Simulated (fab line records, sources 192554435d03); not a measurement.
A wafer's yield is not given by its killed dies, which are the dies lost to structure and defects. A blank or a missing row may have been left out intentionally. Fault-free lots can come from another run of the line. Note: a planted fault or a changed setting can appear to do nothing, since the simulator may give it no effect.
Which of the tools did it? || flow n5_finfet || 24 lots with 72 wafers sampled at 3 steps, on a route of 1938 steps

## WHAT THE GAUGES READ, wafer by wafer
N5_ZERO_LAYER_CD_MEAS_11 targets a cd of 2000 nm.
{"lot": "L074", "measured": "day 1 12:38", "on": "cd_sem-03", "cd_nm (nm)": "2000.3 2001.4 1999.2"}
{"lot": "L075", "measured": "day 1 18:38", "on": "cd_sem-02", "cd_nm (nm)": "1996.8 1996.7 1996.9"}
{"lot": "L076", "measured": "day 2 00:38", "on": "cd_sem-03", "cd_nm (nm)": "1999.9 2001.5 1997.9"}
{"lot": "L077", "measured": "day 2 06:46", "on": "cd_sem-02", "cd_nm (nm)": "1998.0 1999.5 1998.7"}
{"lot": "L078", "measured": "day 2 12:40", "on": "cd_sem-02", "cd_nm (nm)": "2001.9 2001.3 1999.6"}
{"lot": "L079", "measured": "day 2 18:46", "on": "cd_sem-02", "cd_nm (nm)": "1999.9 2001.3 2002.5"}
{"lot": "L080", "measured": "day 3 00:46", "on": "cd_sem-02", "cd_nm (nm)": "1999.7 2000.3 1999.2"}
{"lot": "L081", "measured": "day 3 06:46", "on": "cd_sem-03", "cd_nm (nm)": "1999.5 1998.4 1999.6"}
{"lot": "L082", "measured": "day 3 12:38", "on": "cd_sem-03", "cd_nm (nm)": "1999.9 2000.5 2001.0"}
{"lot": "L083", "measured": "day 3 18:38", "on": "cd_sem-01", "cd_nm (nm)": "1999.0 1998.7 1999.0"}
{"lot": "L084", "measured": "day 4 00:46", "on": "cd_sem-02", "cd_nm (nm)": "1998.4 2002.2 1998.5"}
{"lot": "L085", "measured": "day 4 06:50", "on": "cd_sem-01", "cd_nm (nm)": "1998.3 1997.0 1996.8"}
{"lot": "L086", "measured": "day 4 12:46", "on": "cd_sem-01", "cd_nm (nm)": "1999.7 2000.5 1997.7"}
{"lot": "L087", "measured": "day 4 18:47", "on": "cd_sem-02", "cd_nm (nm)": "2001.4 2000.3 2002.7"}
{"lot": "L088", "measured": "day 5 00:40", "on": "cd_sem-01", "cd_nm (nm)": "1997.5 1997.0 1998.7"}
{"lot": "L089", "measured": "day 5 06:38", "on": "cd_sem-02", "cd_nm (nm)": "2001.7 2003.0 2002.3"}
{"lot": "L090", "measured": "day 5 12:38", "on": "cd_sem-01", "cd_nm (nm)": "2000.5 1999.2 1998.1"}
{"lot": "L091", "measured": "day 5 18:46", "on": "cd_sem-01", "cd_nm (nm)": "2000.4 1998.8 2000.8"}
{"lot": "L092", "measured": "day 6 00:38", "on": "cd_sem-03", "cd_nm (nm)": "1997.2 1999.0 1996.7"}
{"lot": "L093", "measured": "day 6 06:38", "on": "cd_sem-02", "cd_nm (nm)": "2000.4 2001.5 1999.6"}
{"lot": "L094", "measured": "day 6 12:38", "on": "cd_sem-01", "cd_nm (nm)": "1999.0 2000.4 2001.1"}
{"lot": "L095", "measured": "day 6 18:46", "on": "cd_sem-03", "cd_nm (nm)": "2002.1 2001.4 1999.5"}
{"lot": "L096", "measured": "day 7 00:46", "on": "cd_sem-02", "cd_nm (nm)": "1997.8 1997.5 1998.8"}
{"lot": "L097", "measured": "day 7 06:46", "on": "cd_sem-03", "cd_nm (nm)": "2000.2 2000.8 1997.8"}

N5_WELL_APT_INSPECT_38: inspects for defects (darkfield).
{"lot": "L074", "measured": "day 1 16:35", "on": "defect_inspect-01", "raw_defect_count": "8 16 20"}
{"lot": "L075", "measured": "day 1 22:42", "on": "defect_inspect-01", "raw_defect_count": "9 15 17"}
{"lot": "L076", "measured": "day 2 04:32", "on": "defect_inspect-02", "raw_defect_count": "11 19 16"}
{"lot": "L077", "measured": "day 2 10:45", "on": "defect_inspect-01", "raw_defect_count": "16 13 12"}
{"lot": "L078", "measured": "day 2 16:38", "on": "defect_inspect-02", "raw_defect_count": "12 22 15"}
{"lot": "L079", "measured": "day 2 23:33", "on": "defect_inspect-01", "raw_defect_count": "12 11 8"}
{"lot": "L080", "measured": "day 3 05:26", "on": "defect_inspect-01", "raw_defect_count": "24 10 25"}
{"lot": "L081", "measured": "day 3 11:05", "on": "defect_inspect-02", "raw_defect_count": "12 15 9"}
{"lot": "L082", "measured": "day 3 16:37", "on": "defect_inspect-02", "raw_defect_count": "6 16 22"}
{"lot": "L083", "measured": "day 3 23:01", "on": "defect_inspect-02", "raw_defect_count": "10 25 24"}
{"lot": "L084", "measured": "day 4 05:20", "on": "defect_inspect-01", "raw_defect_count": "7 10 17"}
{"lot": "L085", "measured": "day 4 11:32", "on": "defect_inspect-01", "raw_defect_count": "10 12 9"}
{"lot": "L086", "measured": "day 4 16:44", "on": "defect_inspect-02", "raw_defect_count": "12 12 11"}
{"lot": "L087", "measured": "day 4 23:13", "on": "defect_inspect-01", "raw_defect_count": "17 21 8"}
{"lot": "L088", "measured": "day 5 04:36", "on": "defect_inspect-02", "raw_defect_count": "14 10 20"}
{"lot": "L089", "measured": "day 5 10:38", "on": "defect_inspect-01", "raw_defect_count": "18 15 22"}
{"lot": "L090", "measured": "day 5 16:32", "on": "defect_inspect-02", "raw_defect_count": "16 8 13"}
{"lot": "L091", "measured": "day 5 22:42", "on": "defect_inspect-02", "raw_defect_count": "19 13 6"}
{"lot": "L092", "measured": "day 6 04:48", "on": "defect_inspect-02", "raw_defect_count": "7 12 11"}
{"lot": "L093", "measured": "day 6 10:31", "on": "defect_inspect-02", "raw_defect_count": "16 10 16"}
{"lot": "L094", "measured": "day 6 16:38", "on": "defect_inspect-02", "raw_defect_count": "18 15 9"}
{"lot": "L095", "measured": "day 6 23:21", "on": "defect_inspect-01", "raw_defect_count": "9 8 13"}
{"lot": "L096", "measured": "day 7 04:48", "on": "defect_inspect-02", "raw_defect_count": "21 8 9"}
{"lot": "L097", "measured": "day 7 11:12", "on": "defect_inspect-02", "raw_defect_count": "8 16 11"}

## WHICH TOOL RAN EACH LOT (tool, then ch and the chambers of the sampled wafers, then the start)
{"lot": "L074", "N5_ZERO_LAYER_DESCUM_16": "rie_diel-02 ch 0,1,3, day 1 12:41"}
{"lot": "L075", "N5_ZERO_LAYER_DESCUM_16": "rie_diel-02 ch 0,1,3, day 1 18:41"}
{"lot": "L076", "N5_ZERO_LAYER_DESCUM_16": "rie_diel-05 ch 1,2,3, day 2 00:41"}
{"lot": "L077", "N5_ZERO_LAYER_DESCUM_16": "rie_diel-02 ch 0,1,3, day 2 06:49"}
{"lot": "L078", "N5_ZERO_LAYER_DESCUM_16": "rie_diel-05 ch 1,2,3, day 2 12:42"}
{"lot": "L079", "N5_ZERO_LAYER_DESCUM_16": "rie_diel-02 ch 0,2,3, day 2 19:03"}
{"lot": "L080", "N5_ZERO_LAYER_DESCUM_16": "rie_diel-05 ch 0,1, day 3 00:48"}
{"lot": "L081", "N5_ZERO_LAYER_DESCUM_16": "rie_diel-05 ch 0,1,2, day 3 06:48"}
{"lot": "L082", "N5_ZERO_LAYER_DESCUM_16": "rie_diel-05 ch 1,3, day 3 12:41"}
{"lot": "L083", "N5_ZERO_LAYER_DESCUM_16": "rie_diel-05 ch 1,3, day 3 18:41"}
{"lot": "L084", "N5_ZERO_LAYER_DESCUM_16": "rie_diel-02 ch 0,2, day 4 00:48"}
{"lot": "L085", "N5_ZERO_LAYER_DESCUM_16": "rie_diel-02 ch 0,1,2, day 4 06:52"}
{"lot": "L086", "N5_ZERO_LAYER_DESCUM_16": "rie_diel-05 ch 2,3, day 4 12:49"}
{"lot": "L087", "N5_ZERO_LAYER_DESCUM_16": "rie_diel-02 ch 0,1,2, day 4 18:50"}
{"lot": "L088", "N5_ZERO_LAYER_DESCUM_16": "rie_diel-06 ch 0,2,3, day 5 00:42"}
{"lot": "L089", "N5_ZERO_LAYER_DESCUM_16": "rie_diel-02 ch 0,2,3, day 5 06:41"}
{"lot": "L090", "N5_ZERO_LAYER_DESCUM_16": "rie_diel-06 ch 0,1,3, day 5 12:41"}
{"lot": "L091", "N5_ZERO_LAYER_DESCUM_16": "rie_diel-05 ch 1,2, day 5 18:48"}
{"lot": "L092", "N5_ZERO_LAYER_DESCUM_16": "rie_diel-02 ch 0,1,2, day 6 00:41"}
{"lot": "L093", "N5_ZERO_LAYER_DESCUM_16": "rie_diel-06 ch 0,1, day 6 06:41"}
{"lot": "L094", "N5_ZERO_LAYER_DESCUM_16": "rie_diel-06 ch 0,1,3, day 6 12:46"}
{"lot": "L095", "N5_ZERO_LAYER_DESCUM_16": "rie_diel-05 ch 0,1,2, day 6 18:48"}
{"lot": "L096", "N5_ZERO_LAYER_DESCUM_16": "rie_diel-05 ch 1,3, day 7 00:49"}
{"lot": "L097", "N5_ZERO_LAYER_DESCUM_16": "rie_diel-02 ch 2,3, day 7 06:48"}
- N5_ZERO_LAYER_DESCUM_16: chemistry O2, time 7.9 s.

## WHAT THE TOOLS THEMSELVES READ (means of the sampled wafers that have a number; where no wafer has one, the mark that the record gives instead)
N5_ZERO_LAYER_DESCUM_16.
{"lot": "L074", "tool": "rie_diel-02", "drypump_motor_current_A (A)": 5.7, "oes_product_au (a.u.)": 0.80, "rf_fwd_power_W (W)": 49.34, "rf_vpp_V (V)": 244.3, "showerhead_plenum_p_Torr (Torr)": 2.16, "throttle_valve_pct (%)": 20.51}
{"lot": "L075", "tool": "rie_diel-02", "drypump_motor_current_A (A)": 5.7, "oes_product_au (a.u.)": 0.79, "rf_fwd_power_W (W)": 49.43, "rf_vpp_V (V)": 243.9, "showerhead_plenum_p_Torr (Torr)": 2.16, "throttle_valve_pct (%)": 20.52}
{"lot": "L076", "tool": "rie_diel-05", "drypump_motor_current_A (A)": 5.6, "oes_product_au (a.u.)": 0.71, "rf_fwd_power_W (W)": 49.31, "rf_vpp_V (V)": 243.4, "showerhead_plenum_p_Torr (Torr)": 2.10, "throttle_valve_pct (%)": 20.42}
{"lot": "L077", "tool": "rie_diel-02", "drypump_motor_current_A (A)": 5.8, "oes_product_au (a.u.)": 0.79, "rf_fwd_power_W (W)": 49.36, "rf_vpp_V (V)": 244.3, "showerhead_plenum_p_Torr (Torr)": 2.16, "throttle_valve_pct (%)": 20.53}
{"lot": "L078", "tool": "rie_diel-05", "drypump_motor_current_A (A)": 5.6, "oes_product_au (a.u.)": 0.71, "rf_fwd_power_W (W)": 49.39, "rf_vpp_V (V)": 243.7, "showerhead_plenum_p_Torr (Torr)": 2.10, "throttle_valve_pct (%)": 20.42}
{"lot": "L079", "tool": "rie_diel-02", "drypump_motor_current_A (A)": 5.5, "oes_product_au (a.u.)": 0.78, "rf_fwd_power_W (W)": 49.43, "rf_vpp_V (V)": 243.0, "showerhead_plenum_p_Torr (Torr)": 2.10, "throttle_valve_pct (%)": 20.37}
{"lot": "L080", "tool": "rie_diel-05", "drypump_motor_current_A (A)": 5.5, "oes_product_au (a.u.)": 0.72, "rf_fwd_power_W (W)": 49.60, "rf_vpp_V (V)": 242.9, "showerhead_plenum_p_Torr (Torr)": 2.07, "throttle_valve_pct (%)": 20.53}
{"lot": "L081", "tool": "rie_diel-05", "drypump_motor_current_A (A)": 5.8, "oes_product_au (a.u.)": 0.73, "rf_fwd_power_W (W)": 49.36, "rf_vpp_V (V)": 243.0, "showerhead_plenum_p_Torr (Torr)": 2.10, "throttle_valve_pct (%)": 20.37}
{"lot": "L082", "tool": "rie_diel-05", "drypump_motor_current_A (A)": 5.4, "oes_product_au (a.u.)": 0.69, "rf_fwd_power_W (W)": 49.42, "rf_vpp_V (V)": 242.8, "showerhead_plenum_p_Torr (Torr)": 2.06, "throttle_valve_pct (%)": 20.56}
{"lot": "L083", "tool": "rie_diel-05", "drypump_motor_current_A (A)": 5.3, "oes_product_au (a.u.)": 0.69, "rf_fwd_power_W (W)": 49.48, "rf_vpp_V (V)": 242.7, "showerhead_plenum_p_Torr (Torr)": 2.05, "throttle_valve_pct (%)": 20.59}
{"lot": "L084", "tool": "rie_diel-02", "drypump_motor_current_A (A)": 5.5, "oes_product_au (a.u.)": 0.79, "rf_fwd_power_W (W)": 49.24, "rf_vpp_V (V)": 242.3, "showerhead_plenum_p_Torr (Torr)": 2.07, "throttle_valve_pct (%)": 20.31}
{"lot": "L085", "tool": "rie_diel-02", "drypump_motor_current_A (A)": 5.7, "oes_product_au (a.u.)": 0.79, "rf_fwd_power_W (W)": 49.27, "rf_vpp_V (V)": 243.4, "showerhead_plenum_p_Torr (Torr)": 2.14, "throttle_valve_pct (%)": 20.45}
{"lot": "L086", "tool": "rie_diel-05", "drypump_motor_current_A (A)": 5.9, "oes_product_au (a.u.)": 0.71, "rf_fwd_power_W (W)": 49.26, "rf_vpp_V (V)": 243.7, "showerhead_plenum_p_Torr (Torr)": 2.13, "throttle_valve_pct (%)": 20.30}
{"lot": "L087", "tool": "rie_diel-02", "drypump_motor_current_A (A)": 5.7, "oes_product_au (a.u.)": 0.78, "rf_fwd_power_W (W)": 49.42, "rf_vpp_V (V)": 244.4, "showerhead_plenum_p_Torr (Torr)": 2.14, "throttle_valve_pct (%)": 20.47}
{"lot": "L088", "tool": "rie_diel-06", "drypump_motor_current_A (A)": 5.6, "oes_product_au (a.u.)": 0.76, "rf_fwd_power_W (W)": 49.23, "rf_vpp_V (V)": 242.7, "showerhead_plenum_p_Torr (Torr)": 2.06, "throttle_valve_pct (%)": 20.49}
{"lot": "L089", "tool": "rie_diel-02", "drypump_motor_current_A (A)": 5.4, "oes_product_au (a.u.)": 0.76, "rf_fwd_power_W (W)": 49.36, "rf_vpp_V (V)": 243.3, "showerhead_plenum_p_Torr (Torr)": 2.09, "throttle_valve_pct (%)": 20.38}
{"lot": "L090", "tool": "rie_diel-06", "drypump_motor_current_A (A)": 5.6, "oes_product_au (a.u.)": 0.77, "rf_fwd_power_W (W)": 49.41, "rf_vpp_V (V)": 242.9, "showerhead_plenum_p_Torr (Torr)": 2.04, "throttle_valve_pct (%)": 20.54}
{"lot": "L091", "tool": "rie_diel-05", "drypump_motor_current_A (A)": 5.5, "oes_product_au (a.u.)": 0.86, "rf_fwd_power_W (W)": 49.34, "rf_vpp_V (V)": 243.3, "showerhead_plenum_p_Torr (Torr)": 2.09, "throttle_valve_pct (%)": 20.27}
{"lot": "L092", "tool": "rie_diel-02", "drypump_motor_current_A (A)": 5.7, "oes_product_au (a.u.)": 0.77, "rf_fwd_power_W (W)": 49.28, "rf_vpp_V (V)": 242.8, "showerhead_plenum_p_Torr (Torr)": 2.13, "throttle_valve_pct (%)": 20.49}
{"lot": "L093", "tool": "rie_diel-06", "drypump_motor_current_A (A)": 5.9, "oes_product_au (a.u.)": 0.79, "rf_fwd_power_W (W)": 49.44, "rf_vpp_V (V)": 241.9, "showerhead_plenum_p_Torr (Torr)": 2.03, "throttle_valve_pct (%)": 20.74}
{"lot": "L094", "tool": "rie_diel-06", "drypump_motor_current_A (A)": 5.6, "oes_product_au (a.u.)": 0.76, "rf_fwd_power_W (W)": 49.48, "rf_vpp_V (V)": 242.1, "showerhead_plenum_p_Torr (Torr)": 2.04, "throttle_valve_pct (%)": 20.56}
{"lot": "L095", "tool": "rie_diel-05", "drypump_motor_current_A (A)": 5.8, "oes_product_au (a.u.)": 0.80, "rf_fwd_power_W (W)": 49.40, "rf_vpp_V (V)": 243.5, "showerhead_plenum_p_Torr (Torr)": 2.10, "throttle_valve_pct (%)": 20.29}
{"lot": "L096", "tool": "rie_diel-05", "drypump_motor_current_A (A)": 5.3, "oes_product_au (a.u.)": 0.93, "rf_fwd_power_W (W)": 49.44, "rf_vpp_V (V)": 242.9, "showerhead_plenum_p_Torr (Torr)": 2.05, "throttle_valve_pct (%)": 20.26}
{"lot": "L097", "tool": "rie_diel-02", "drypump_motor_current_A (A)": 5.5, "oes_product_au (a.u.)": 0.78, "rf_fwd_power_W (W)": 49.23, "rf_vpp_V (V)": 243.4, "showerhead_plenum_p_Torr (Torr)": 2.07, "throttle_valve_pct (%)": 20.44}

## THE ANSWER, worked out from the rows above alone
Rule: what is usual is taken from the lots themselves. The widest of any qualifying gaps counts: lots, ordered by their means at a reading, are off when they make up no more than a third of the lots, leave a main group of 4 or more, and stand apart from it by 3 or more times the standard deviation of that group's means. If all means in a main group match to the digits the tables above print for the reading, that group is not used. Also off: a lot with no number at a reading for which 4 or more lots have one. The other lots that the step has rows for count as sound. After the gauges, taken in route order, come the tools' own readings; for these a lot's mean is taken, as printed above. At the first step where some lot is off, the reading lying furthest off is the one used; lots without a number count as furthest.
None of the lots is off at any reading shown; this tells nothing.

## WHAT THE SIMULATOR HAD PUT IN
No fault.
